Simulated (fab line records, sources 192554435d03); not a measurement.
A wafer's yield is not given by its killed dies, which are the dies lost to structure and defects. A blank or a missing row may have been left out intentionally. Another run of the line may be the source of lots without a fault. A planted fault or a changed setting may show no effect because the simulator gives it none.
A lot that was struck, set against a sound lot	flow n5 finfet	14 out of 1938 route steps
Sound: wafers L375.4, L375.5, L375.6. Struck: wafer L364.6; the same lot's L364.1 was not struck, so it is left out; see the end for the cause.
Each step with rows lists, per side, the tool, then ch with its chambers, then its first start. Under that, the readings that differ: sound wafers	struck wafers	difference of the means	sigmas: that difference in standard deviations of wafers without a fault.
alike: words and numbers the same on both sides, and readings whose means are apart by under 2 such deviations; not compared: readings that were withheld, readings missing a value for some wafer, numbers with overlapping values and no deviation given by the record, and bounds like >300 which may hide the same value.
A row with sigmas, a row that says differs or no value, or rows on one side alone: a step with any of these is where the two part. Numbers that have no deviation but don't overlap get no sigmas and don't part them. A reading missing from all wafers of one side parts the sides only when that side holds two or more wafers.

first, 2 steps without rows for these wafers: N5_BEOL_M8_PRECLEAN_42 (cleans in residue remover, time 60 s); N5_BEOL_M8_SRD_43 (time 30 s).
N5_BEOL_M8_CD_MEAS_35: the cd target is 40 nm.
  struck on cd sem-01, day 10 23:23; sound on cd sem-02, day 13 12:37
reading	sound	struck	difference	sigmas
cd nm (nm)	40.1 40.1 40.0	38.9	-1.2	-2
N5_BEOL_M8_CURE_75: cures SiCOH lowk, time 120 s.
  sound on uv cure-03 ch 1, day 13 12:47; struck on uv cure-02 ch 1, day 10 23:26
  alike: lamp power pct, wafer_temp_C_max
N5_BEOL_M8_DEGAS_44: time 60 s.
  struck on pvd sputter-03, day 10 23:45; sound on pvd sputter-02, day 13 13:11
  alike: heater power w, susceptor temp C
N5_BEOL_M8_PRE_CLEAN_45: time 30 s.
  struck on pvd sputter-03, day 10 23:47; sound on pvd sputter-02, day 13 13:13
  alike: heater power w, susceptor temp C
N5_BEOL_M8_ALD_77: deposits TaN, target thk 2 nm, pulse time 2 s, purge time 3 s.
  sound on ald metal-01 ch 0,2,3, day 13 13:17; struck on ald metal-01 ch 1, day 10 23:51
  alike: heater power w, susceptor temp C
  not compared: since wet clean h
then, 4 steps without rows for these wafers: N5_BEOL_M8_SURFACE_TREAT_79; N5_BEOL_M8_CVD_78 (deposits Co from CCTBA/H2, target thk 2 nm, time 142.3 s); N5_BEOL_M8_SPUTTER_48 (material Cu, target thk 10 nm, time 1.667 s); N5_BEOL_M8_ECD_50 (material Cu, target thk 300 nm).
N5_BEOL_M8_ANNEAL_51: time 90 s.
  sound on rtp anneal-02 ch 0, day 13 14:10; struck on rtp anneal-01 ch 0, day 11 02:22
reading	sound	struck	difference	sigmas
wafer_temp_C_max	226.9 227.4 226.7	225.5	-1.5	-3
N5_BEOL_M8_CMP_52: polishes, stops on SiCOH lowk, t overpolish 6.9 s, target thk 80 nm.
  sound on cmp-01 ch 0,1,2, day 13 14:25; struck on cmp-02 ch 2, day 11 02:53
reading	sound	struck	difference	sigmas
barrier field endpoint s (s)	28.4 29.9 27.9	16.4	-12.3	-18
time to endpoint s (s)	60.5 66.1 61.3	31.8	-30.8	-12
model.Cu_of_BEOL_M8_ECD_50.thk nm (nm)	80.8 81.4 79.6	76.8	-3.8	
  alike: motor current A, overpolish run s
-- here the record skips 3 days between the struck wafers' starts before and after, leaving off in module BEOL_M8 and picking up in module PASSIVATION (first step shown: number 1936 of the route) --
N5_PASSIVATION_PROBE_49:
  record: rows for the struck wafers here (prober-01, day 13 19:23), none for the sound ones

## WHERE THEY PART
First at N5_BEOL_M8_CD_MEAS_35; last, within this record, at N5_PASSIVATION_PROBE_49.

WHY: whatever the simulator had introduced
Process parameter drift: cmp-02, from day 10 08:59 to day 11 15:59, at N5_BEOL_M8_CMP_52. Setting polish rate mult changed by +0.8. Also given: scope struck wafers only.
